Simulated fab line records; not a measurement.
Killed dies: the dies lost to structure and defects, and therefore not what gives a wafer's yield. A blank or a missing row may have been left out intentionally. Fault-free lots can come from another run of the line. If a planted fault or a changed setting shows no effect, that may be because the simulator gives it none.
A struck lot beside a sound one ; flow nand_harc ; 14 out of 1302 route steps
Sound: wafers L980.1, L980.2, L980.3. Struck: wafer L975.1 (left out: L975.4, L975.6 of the same lot, which were not struck); the cause appears at the end.
For every step that has rows: the tool of each side, followed by ch and its chambers, followed by its first start. Under that, the readings that differ: sound wafers ; struck wafers ; difference of the means ; sigmas: that difference in standard deviations of wafers without a fault.
alike: readings with means less than 2 such deviations apart, plus words and numbers identical on both sides. not compared: withheld readings, readings lacking a value on some wafer, bounds such as >300 that could conceal the same value, and numbers that have no deviation in the record and whose values overlap.
A row with sigmas, a row that says differs or no value, or rows on one side alone: a step with any of these is where the two part. Numbers that don't overlap but have no deviation are shown without sigmas and don't part them. Lack of a reading on every wafer of one side parts them only where that side has two or more wafers.

NHARC_P_BONDPAD_INSPECT_23:
  sound on defect_inspect-01 at day 12 23:50; struck on defect_inspect-01 at day 10 07:23
  alike: raw_defect_count
NHARC_P_BONDPAD_ACTIVATE_29: chemistry N2, time 60 s.
  sound on rie_diel-08 ch 0,2,3, day 12 23:53; struck on rie_diel-05 ch 0, day 10 07:37
reading;sound;struck;difference;sigmas
rf_hours_counter_h (h);1.2 1.2 1.3;9.3;+8.1;
  alike: drypump_motor_current_A, oes_product_au, rf_vpp_V, showerhead_plenum_p_Torr
then, 2 steps without rows for these wafers: NHARC_P_BONDPAD_PRECLEAN_30 (cleans in DIW, time 300 s); NHARC_P_BONDPAD_SRD_31 (time 30 s, dry time 20 s).
NHARC_A_START_INSPECT_01:
  sound on defect_inspect-02 at day 13 00:18; struck on defect_inspect-01 at day 10 08:02
  alike: raw_defect_count
then, 6 steps without rows for these wafers: NHARC_A_ZERO_WELL_PRECLEAN_00 (cleans in SPM, time 600 s); NHARC_A_ZERO_WELL_SRD_01; NHARC_A_ZERO_WELL_DEHYDRATE_02 (time 120 s); NHARC_A_ZERO_WELL_HMDS_03 (time 30 s); NHARC_A_ZERO_WELL_COAT_18 (time 65 s); NHARC_A_ZERO_WELL_COAT_04 (resist thk 600 nm).
NHARC_A_ZERO_WELL_SOFTBAKE_05: time 70 s.
  sound on litho_track-05 ch 0, day 13 00:00; struck on litho_track-02 ch 0, day 10 08:00
reading;sound;struck;difference;sigmas
exhaust_pa (Pa);46.3 46.6 44.3;43.1;-2.6;-3
heater_power_total_W (W);199.2 200.0 199.2;207.5;+8.0;+6
following that, these wafers have no rows for 1 step: NHARC_A_ZERO_WELL_EBR_06.
-- record jumps: 19 days between struck wafers' starts before vs after; left off in module A_ZERO_WELL, resumes in module END, first step shown is number 1302 of the route --
NHARC_END_SORT_01:
  sound on prober-01 ch 0, day 30 12:22; struck on prober-02 ch 0, day 29 06:47
reading;sound;struck;difference;sigmas
killed_at_other;0 0 0;2;+2;+2
  alike: killed_at_array, killed_at_periphery, killed_dies, killed_open, killed_short

## WHERE THEY PART
At NHARC_A_ZERO_WELL_SOFTBAKE_05 first; at NHARC_END_SORT_01 last (within this record only).

WHY: what the simulator had put in
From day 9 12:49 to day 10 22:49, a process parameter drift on litho_track-02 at NHARC_A_ZERO_WELL_SOFTBAKE_05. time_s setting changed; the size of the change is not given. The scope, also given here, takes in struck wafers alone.
